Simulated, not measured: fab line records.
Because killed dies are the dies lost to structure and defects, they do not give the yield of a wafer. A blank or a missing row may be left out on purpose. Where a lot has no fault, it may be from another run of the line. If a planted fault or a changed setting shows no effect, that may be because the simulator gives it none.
Lot-split experiment    flow n5 finfet    39 wafers read across 7 lots, on a route 1938 steps long

SPLIT DETAILS
At N5_BEOL_M8_ILD_DEP_00 (deposits SiCOH lowk from DEMS/porogen, target thk 179.75 nm, time 33.4 s), the setting target thk a was moved away from the recipe's 1797.5 angstrom on 15 of the 39 wafers read, by -47.2% to +49.1%. This setting was run at the recipe's value on the other wafers.

SPLIT TO READING: what lies between them in the file, 1 step
- N5_BEOL_M8_CURE_74: cures SiCOH lowk, time 240 s

THE READING
M8_ILD_THK in nanometres, read at N5_BEOL_M8_THK_MEAS_01. Fault-free wafers of this fab line usually give 153.9 nm, standard deviation 2.1 nm.

wafer   tool, chamber at the split  target thk a as run, angstrom  against the recipe  M8_ILD_THK, nm  against lot-mates on the recipe
L081.1  pecvd-02, 2                 1797.5                         recipe              151.7           -
L081.2  pecvd-02, 1                 2680                           +49.1%              224.6           +70.8
L081.3  pecvd-02, 0                 2680                           +49.1%              229.1           +75.3
L081.4  pecvd-02, 0                 1797.5                         recipe              153.0           -
L081.5  pecvd-02, 2                 1797.5                         recipe              156.8           -
L081.6  pecvd-02, 1                 2680                           +49.1%              230.3           +76.5
L082.1  pecvd-04, 2                 1437                           -20.1%              123.3           -30.5
L082.2  pecvd-04, 1                 1437                           -20.1%              121.7           -32.1
L082.3  pecvd-04, 0                 1797.5                         recipe              152.3           -
L082.4  pecvd-04, 0                 1797.5                         recipe              155.5           -
L082.5  pecvd-04, 2                 1437                           -20.1%              124.4           -29.4
L082.6  pecvd-04, 1                 1797.5                         recipe              153.6           -
L090.1  pecvd-03, 1                 1797.5                         recipe              155.4           -
L090.2  pecvd-03, 2                 1797.5                         recipe              154.9           -
L090.3  pecvd-03, 0                 948.7                          -47.2%              81.7            -73.7
L090.4  pecvd-03, 1                 948.7                          -47.2%              82.3            -73.1
L090.5  pecvd-03, 2                 1797.5                         recipe              155.9           -
L090.6  pecvd-03, 0                 948.7                          -47.2%              82.7            -72.7
L091.1  pecvd-03, 0                 1797.5                         recipe              153.0           -
L091.2  pecvd-03, 2                 1797.5                         recipe              154.3           -
L091.3  pecvd-03, 1                 2145                           +19.3%              184.5           +30.3
L091.4  pecvd-03, 0                 2145                           +19.3%              186.4           +32.2
L091.5  pecvd-03, 2                 2145                           +19.3%              186.3           +32.1
L091.6  pecvd-03, 1                 1797.5                         recipe              155.3           -
L095.1  pecvd-02, 2                 2485                           +38.2%              210.0           +57.9
L095.2  pecvd-02, 1                 2485                           +38.2%              210.2           +58.1
L095.3  pecvd-02, 0                 1797.5                         recipe              150.7           -
L095.4  pecvd-02, 0                 1797.5                         recipe              153.8           -
L095.5  pecvd-02, 1                 2485                           +38.2%              213.3           +61.2
L095.6  pecvd-02, 2                 1797.5                         recipe              151.8           -
L096.1  pecvd-03, 2                 1797.5                         recipe              155.9           -
L096.2  pecvd-03, 1                 1797.5                         recipe              154.2           -
L096.3  pecvd-03, 0                 1797.5                         recipe              156.1           -
L096.4  pecvd-03, 1                 1797.5                         recipe              153.9           -
L096.5  pecvd-03, 2,0               1797.5                         recipe              157.4           -
L096.6  pecvd-03, 2,0               1797.5                         recipe              157.3           -
L097.3  pecvd-03, 2                 1797.5                         recipe              152.9           -
L097.4  pecvd-03, 0                 1797.5                         recipe              155.6           -
L097.6  pecvd-03, 1                 1797.5                         recipe              155.2           -
When a row names more than one chamber, that row covers several wafers, and the file does not tell which wafer ran in which chamber.

FIT RESULTS
A straight line over all 39 wafers: M8_ILD_THK changes by +1.52 nm for each +1% of target thk a; r = +1.00; the points scatter about the line by 1.9 nm.
The same after taking each lot's own level away (the mean of its wafers on the recipe; 39 wafers): +1.54 nm for each +1%; r = +1.00; scatter 1.6 nm.
The reading moves by 76 nm for the largest change in target thk a, on that fit.
The lots' own levels span 152.10 to 155.80 nm, that is 1.8 times the standard deviation above.
The two slopes are in agreement: the lot-to-lot level therefore moves the slope only a little.
Check: with one of the wafers moved furthest among these (+49.1%) left out of the fit, the line predicts +76.2 nm for it against its lot-mates. Against them it came out at +70.8 nm.

THE WHOLE CHAIN: every reading that the file lists as answering this split, in the file's order
step                    what it does                                                              reading                                                                                   change (the file's fit)               r (the file's)
N5_BEOL_M8_ILD_DEP_00   deposits SiCOH lowk from DEMS/porogen, target thk 179.75 nm, time 33.4 s  SiCOH_lowk_of_BEOL_M8_ILD_DEP_00.thk nm (the simulator's own value, which no gauge read)  +1.76 nm for each +1% of the setting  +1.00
N5_BEOL_M8_CURE_74      cures SiCOH lowk, time 240 s                                              SiCOH_lowk_of_BEOL_M8_ILD_DEP_00.thk nm (the simulator's own value, which no gauge read)  +1.54 nm for each +1% of the setting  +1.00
N5_BEOL_M8_THK_MEAS_01                                                                            M8_ILD_THK                                                                                +1.54 for each +1% of the setting     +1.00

FILE'S OWN FIT
M8_ILD_THK changes by +1.54 nm for each +1% of target thk a, r = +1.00.
